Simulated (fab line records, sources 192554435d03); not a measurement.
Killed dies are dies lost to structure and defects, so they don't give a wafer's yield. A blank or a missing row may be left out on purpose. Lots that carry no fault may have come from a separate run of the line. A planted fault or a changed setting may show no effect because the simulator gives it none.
Which tool is to blame? + flow n5 finfet + Sampling: 8 lots, 24 wafers, 6 of 1938 route steps

WHAT THE GAUGES SHOWED, per wafer
N5_WELL_APT_CD_MEAS_25 targets a cd of 200 nm. Usual: cd nm 199.6 nm, standard deviation 2.6.
| lot  | measured    | on        | cd nm (nm)        | flag |
|------|-------------|-----------|-------------------|------|
| L525 | day 2 15:05 | cd sem-03 | 200.8 197.5 199.3 |      |
| L526 | day 2 21:16 | cd sem-03 | 201.1 202.3 202.7 |      |
| L535 | day 5 03:09 | cd sem-03 | 196.5 197.2 198.1 |      |
| L536 | day 5 09:05 | cd sem-01 | 202.6 201.4 201.6 |      |
| L537 | day 5 14:59 | cd sem-03 | 197.7 201.6 202.0 |      |
| L538 | day 5 21:04 | cd sem-03 | 201.5 200.3 201.4 |      |
| L542 | day 6 21:07 | cd sem-03 | 197.5 196.7 198.0 |      |
| L543 | day 7 02:48 | cd sem-01 | 200.8 196.2 196.9 |      |

N5_FIN_SAQP_OVL_MEAS_17. Usual: FIN_CORE_OVL typically reads 0.0 nm, with standard deviation 0.8.
| lot  | measured    | on         | FIN_CORE_OVL (nm) | flag |
|------|-------------|------------|-------------------|------|
| L525 | day 2 21:34 | overlay-02 | -0.5 -0.6 -0.7    |      |
| L526 | day 3 03:49 | overlay-02 | -0.1 -0.6 -0.6    |      |
| L535 | day 5 09:47 | overlay-02 | - - -             | OFF  |
| L536 | day 5 15:38 | overlay-02 | - - -             | OFF  |
| L537 | day 5 21:59 | overlay-02 | - - -             | OFF  |
| L538 | day 6 03:25 | overlay-02 | 0.7 0.2 0.8       |      |
| L542 | day 7 03:46 | overlay-01 | 0.6 0.7 0.3       |      |
| L543 | day 7 09:15 | overlay-01 | 1.4 1.7 1.0       |      |

N5_BEOL_M4_RC_MEAS_101. Usual: CJ_P 5.82, standard deviation 0.15; DIBL_N 36.3 mV/V, standard deviation 1.9; DIBL_P 36.0 mV/V, standard deviation 2.1; IOFF_N 0.16 nA/um, standard deviation 0.031; IOFF_P 0.21 nA/um, standard deviation 0.035; IOFF_P_85C 3.6 nA/um, standard deviation 0.5; IOFF_P_LIN 0.100 nA/um, standard deviation 0.012; IOFF_P_LONG 0.000108 nA/um, standard deviation 8.2e-06; ION_N 675 uA/um, standard deviation 14; ION_P 464 uA/um, standard deviation 8.5; REXT_P 100.2 ohm.um, standard deviation 2.6; SS_N 71.5 mV/dec, standard deviation 0.6; SS_P 73.3 mV/dec, standard deviation 0.72; VT_N 250 mV, standard deviation 3.2; VT_P -250 mV, standard deviation 3.1; VT_P_LONG -275 mV, standard deviation 3.1; VT_P_LVT -98.9 mV, standard deviation 2.6.
| lot  | measured     | on        | CJ_P           | DIBL_N (mV/V)  | DIBL_P (mV/V)  | IOFF_N (nA/um) | IOFF_P (nA/um) | IOFF_P_85C (nA/um) | IOFF_P_LIN (nA/um) | IOFF_P_LONG (nA/um)        | ION_N (uA/um) | ION_P (uA/um) | REXT_P (ohm.um)   | SS_N (mV/dec)  | SS_P (mV/dec)  | VT_N (mV)   | VT_P (mV)      | VT_P_LONG (mV) | VT_P_LVT (mV)        | flag |
|------|--------------|-----------|----------------|----------------|----------------|----------------|----------------|--------------------|--------------------|----------------------------|---------------|---------------|-------------------|----------------|----------------|-------------|----------------|----------------|----------------------|------|
| L525 | day 8 18:02  | prober-02 | 6.08 5.91 5.98 | 36.8 35.1 34.9 | 36.4 34.4 34.6 | 0.15 0.13 0.13 | 0.20 0.18 0.18 | 3.4 3.1 3.1        | 0.094 0.088 0.087  | 0.000101 9.9e-05 0.000101  | 654 664 668   | 452 455 459   | 96.4 96.6 97.2    | 72.1 70.7 71.4 | 73.0 72.6 73.1 | 254 253 253 | -254 -253 -253 | -275 -276 -277 | -101.7 -102.7 -102.0 |      |
| L526 | day 9 00:40  | prober-01 | 6.03 6.02 5.69 | 34.9 33.6 33.5 | 35.4 34.7 34.3 | 0.14 0.13 0.14 | 0.21 0.20 0.21 | 3.7 3.5 3.6        | 0.105 0.101 0.104  | 0.000121 0.000123 0.000118 | 667 671 681   | 468 470 480   | 99.1 99.2 98.6    | 71.2 71.3 71.0 | 72.8 72.7 72.3 | 249 250 249 | -248 -248 -247 | -272 -270 -268 | -97.5 -98.3 -96.8    |      |
| L535 | day 12 21:15 | prober-01 | 6.49 6.45 6.55 | 37.7 36.4 37.2 | 56.5 54.9 55.3 | 0.17 0.15 0.16 | 0.00 0.00 0.00 | 0.1 0.0 0.1        | 0.001 0.000 0.001  | 3.2e-05 3e-05 3.2e-05      | 691 675 676   | 120 116 116   | 77.5 77.5 77.0    | 72.6 72.1 72.3 | 76.8 76.1 76.3 | 248 250 251 | -408 -417 -417 | -497 -498 -499 | -262.8 -263.3 -265.2 | OFF  |
| L536 | day 13 14:40 | prober-01 | 6.44 6.50 6.41 | 33.1 37.4 33.9 | 53.7 59.9 55.3 | 0.11 0.17 0.12 | 0.00 0.00 0.00 | 0.0 0.1 0.0        | 0.000 0.001 0.000  | 3e-05 3.1e-05 2.9e-05      | 665 680 664   | 115 121 115   | 76.4 76.1 77.8    | 69.9 71.8 70.9 | 75.7 77.3 76.0 | 255 253 254 | -418 -416 -418 | -497 -501 -499 | -265.4 -262.8 -265.8 | OFF  |
| L537 | day 13 07:18 | prober-02 | 6.56 6.51 6.39 | 39.3 36.0 36.2 | 61.3 55.7 56.2 | 0.22 0.15 0.15 | 0.00 0.00 0.00 | 0.1 0.0 0.0        | 0.001 0.000 0.000  | 3.3e-05 3.1e-05 3.1e-05    | 696 694 686   | 124 119 118   | 75.6 77.3 76.5    | 72.3 70.8 71.5 | 77.7 76.6 76.5 | 246 249 249 | -410 -417 -420 | -494 -493 -495 | -260.5 -266.1 -266.3 | OFF  |
| L538 | day 14 01:24 | prober-01 | 5.84 5.79 5.50 | 38.9 36.9 37.8 | 37.9 34.5 36.4 | 0.18 0.15 0.15 | 0.24 0.19 0.22 | 4.1 3.4 3.8        | 0.112 0.094 0.100  | 0.000104 0.000101 9.7e-05  | 673 673 648   | 462 456 451   | 101.7 100.1 100.1 | 71.4 71.2 72.2 | 74.0 73.6 74.2 | 248 249 253 | -249 -252 -252 | -275 -278 -278 | -97.8 -100.8 -100.3  |      |
| L542 | day 13 00:07 | prober-02 | 5.88 5.89 5.79 | 38.4 35.6 38.0 | 36.3 34.7 37.4 | 0.17 0.12 0.16 | 0.21 0.19 0.22 | 3.7 3.4 3.9        | 0.101 0.096 0.106  | 0.00011 0.000112 0.00011   | 663 668 676   | 453 464 460   | 100.3 99.1 102.3  | 72.6 71.1 72.0 | 73.2 73.2 74.0 | 250 252 248 | -250 -251 -246 | -274 -275 -271 | -100.3 -101.7 -100.3 |      |
| L543 | day 14 12:35 | prober-02 | 5.91 5.82 5.99 | 35.8 34.3 36.3 | 36.4 34.6 36.0 | 0.15 0.13 0.15 | 0.23 0.19 0.21 | 3.9 3.4 3.6        | 0.108 0.095 0.102  | 0.000117 0.000117 0.00012  | 676 673 676   | 469 465 465   | 101.5 101.6 100.3 | 72.4 71.7 72.0 | 73.1 72.1 72.5 | 251 253 251 | -249 -250 -249 | -274 -274 -272 | -97.9 -101.2 -99.1   |      |

WHICH TOOL RAN EACH LOT (tool, then ch and the chambers of the sampled wafers, then the start)
| lot  | N5_WELL_APT_DESCUM_13             | N5_PMOS_HMC_CHANNEL_EPI_DESCUM_14 | N5_PMOS_HMC_CHANNEL_EPI_FIN_RECESS_16 |
|------|-----------------------------------|-----------------------------------|---------------------------------------|
| L525 | rie diel-04 ch 0,2, day 2 14:04   | rie diel-06 ch 2,3, day 2 17:35   | rie si-04 ch 0,2, day 2 18:03         |
| L526 | rie diel-04 ch 1,2, day 2 20:14   | rie diel-05 ch 1,2,3, day 2 23:35 | rie si-04 ch 0,1,2, day 3 00:03       |
| L535 | rie diel-02 ch 0,1,3, day 5 01:59 | rie diel-06 ch 2,3, day 5 05:37   | rie si-05 ch 1,2,3, day 5 06:04       |
| L536 | rie diel-03 ch 0,3, day 5 07:54   | rie diel-06 ch 0,1,3, day 5 11:32 | rie si-03 ch 1,2, day 5 11:59         |
| L537 | rie diel-04 ch 1,2,3, day 5 13:48 | rie diel-05 ch 1,2, day 5 17:20   | rie si-04 ch 0,2,3, day 5 17:47       |
| L538 | rie diel-02 ch 0,2,3, day 5 20:02 | rie diel-01 ch 0,1,2, day 5 23:19 | rie si-04 ch 0,1,2, day 5 23:47       |
| L542 | rie diel-02 ch 0,3, day 6 19:57   | rie diel-06 ch 0,1,3, day 6 23:24 | rie si-05 ch 2,3, day 6 23:52         |
| L543 | rie diel-03 ch 1,3, day 7 01:39   | rie diel-05 ch 0,1,3, day 7 05:01 | rie si-04 ch 0,3, day 7 05:29         |
- N5_WELL_APT_DESCUM_13: chemistry O2, time 7.9 s.
- N5_PMOS_HMC_CHANNEL_EPI_DESCUM_14: chemistry O2, time 7.9 s.
- N5_PMOS_HMC_CHANNEL_EPI_FIN_RECESS_16: chemistry HBr/Cl2, target Si, target depth 54 nm, time 18 s.

WHAT THE TOOLS THEMSELVES READ (means of the sampled wafers that have a number; where no wafer has one, the mark that the record gives instead)
N5_WELL_APT_DESCUM_13. Usual: drypump motor current A 6.0 A, standard deviation 0.43; oes product au 0.80 a.u., standard deviation 0.1; rf vpp V 243.0 V, standard deviation 1.4; showerhead plenum p Torr 2.08 Torr, standard deviation 0.08; throttle valve pct 20.44 %, standard deviation 0.22.
| lot  | tool        | drypump motor current A (A) | oes product au (a.u.) | rf vpp V (V) | showerhead plenum p Torr (Torr) | throttle valve pct (%) | flag |
|------|-------------|-----------------------------|-----------------------|--------------|---------------------------------|------------------------|------|
| L525 | rie diel-04 | 6.3                         | 0.72                  | 242.2        | 2.03                            | 20.74                  |      |
| L526 | rie diel-04 | 6.3                         | 0.82                  | 241.4        | 2.04                            | 20.63                  |      |
| L535 | rie diel-02 | 6.3                         | 0.81                  | 241.8        | 2.04                            | 20.47                  |      |
| L536 | rie diel-03 | 5.6                         | 0.79                  | 243.5        | 2.07                            | 20.42                  |      |
| L537 | rie diel-04 | 6.0                         | 0.85                  | 242.7        | 2.05                            | 20.42                  |      |
| L538 | rie diel-02 | 6.3                         | 0.83                  | 243.8        | 2.12                            | 20.37                  |      |
| L542 | rie diel-02 | 6.4                         | 0.86                  | 243.5        | 2.09                            | 20.41                  |      |
| L543 | rie diel-03 | 5.6                         | 0.87                  | 245.2        | 2.19                            | 20.26                  |      |

N5_PMOS_HMC_CHANNEL_EPI_DESCUM_14. Usual: drypump motor current A 5.7 A, standard deviation 0.71; oes product au 0.76 a.u., standard deviation 0.07; rf vpp V 243.1 V, standard deviation 1.5; showerhead plenum p Torr 2.09 Torr, standard deviation 0.082; throttle valve pct 20.49 %, standard deviation 0.21.
| lot  | tool        | drypump motor current A (A) | oes product au (a.u.) | rf vpp V (V) | showerhead plenum p Torr (Torr) | throttle valve pct (%) | flag |
|------|-------------|-----------------------------|-----------------------|--------------|---------------------------------|------------------------|------|
| L525 | rie diel-06 | 6.2                         | 0.72                  | 242.6        | 2.07                            | 20.34                  |      |
| L526 | rie diel-05 | 5.7                         | 0.73                  | 242.1        | 2.05                            | 20.50                  |      |
| L535 | rie diel-06 | 6.1                         | 0.70                  | 243.4        | 2.06                            | 20.36                  |      |
| L536 | rie diel-06 | 5.8                         | 0.78                  | 242.8        | 2.12                            | 20.30                  |      |
| L537 | rie diel-05 | 5.8                         | 0.72                  | 244.0        | 2.10                            | 20.41                  |      |
| L538 | rie diel-01 | 5.3                         | 0.77                  | 244.0        | 2.15                            | 20.56                  |      |
| L542 | rie diel-06 | 5.8                         | 0.77                  | 243.0        | 2.12                            | 20.31                  |      |
| L543 | rie diel-05 | 6.1                         | 0.81                  | 243.2        | 2.07                            | 20.54                  |      |

N5_PMOS_HMC_CHANNEL_EPI_FIN_RECESS_16. Usual: HBr_flow_sccm 150.0 sccm, standard deviation 0.44; bias w 74.97 W, standard deviation 0.21; drypump motor current A 5.7 A, standard deviation 0.59; oes product au 1.004 a.u., standard deviation 0.016; throttle valve pct 35.5 %, standard deviation 0.44.
| lot  | tool      | HBr_flow_sccm (sccm) | bias w (W) | drypump motor current A (A) | oes product au (a.u.) | throttle valve pct (%) | flag |
|------|-----------|----------------------|------------|-----------------------------|-----------------------|------------------------|------|
| L525 | rie si-04 | 150.4                | 75.13      | 5.0                         | 1.002                 | 35.2                   |      |
| L526 | rie si-04 | 149.9                | 74.92      | 5.4                         | 1.006                 | 35.3                   |      |
| L535 | rie si-05 | -                    | -          | -                           | -                     | -                      | OFF  |
| L536 | rie si-03 | -                    | -          | -                           | -                     | -                      | OFF  |
| L537 | rie si-04 | -                    | -          | -                           | -                     | -                      | OFF  |
| L538 | rie si-04 | 150.3                | 75.05      | 5.4                         | 1.003                 | 35.3                   |      |
| L542 | rie si-05 | 150.1                | 74.95      | 6.0                         | 1.013                 | 36.1                   |      |
| L543 | rie si-04 | 149.8                | 74.92      | 5.1                         | 0.991                 | 34.9                   |      |

THE ANSWER, worked out from the rows above alone
Rule: lot off if the mean of its wafers having a number is beyond 3 standard deviations from the usual mean. A lot without any number at a reading at which 4 lots or more have one is off too. All remaining lots with rows at the step are treated as sound. Order of review: gauges by route order, followed by the tools' own readings, for which a lot's mean as printed above is used. At the first step where some lot is off, the reading lying furthest off is the one used; lots without a number count as furthest.
Off: L535, L536, L537, seen at N5_FIN_SAQP_OVL_MEAS_17 (FIN_CORE_OVL). Without a number there: L535, L536, L537.
If a tool, at a process step before that reading, ran all the lots that are off and no sound lot after the first of them, it fits. The gauges at N5_FIN_SAQP_OVL_MEAS_17 aren't tried: what is off there is off at N5_BEOL_M4_RC_MEAS_101 too, on other tools, and a gauge's error can't cause that. Not one of the candidates tried fits.

WHAT WAS PUT IN BY THE SIMULATOR
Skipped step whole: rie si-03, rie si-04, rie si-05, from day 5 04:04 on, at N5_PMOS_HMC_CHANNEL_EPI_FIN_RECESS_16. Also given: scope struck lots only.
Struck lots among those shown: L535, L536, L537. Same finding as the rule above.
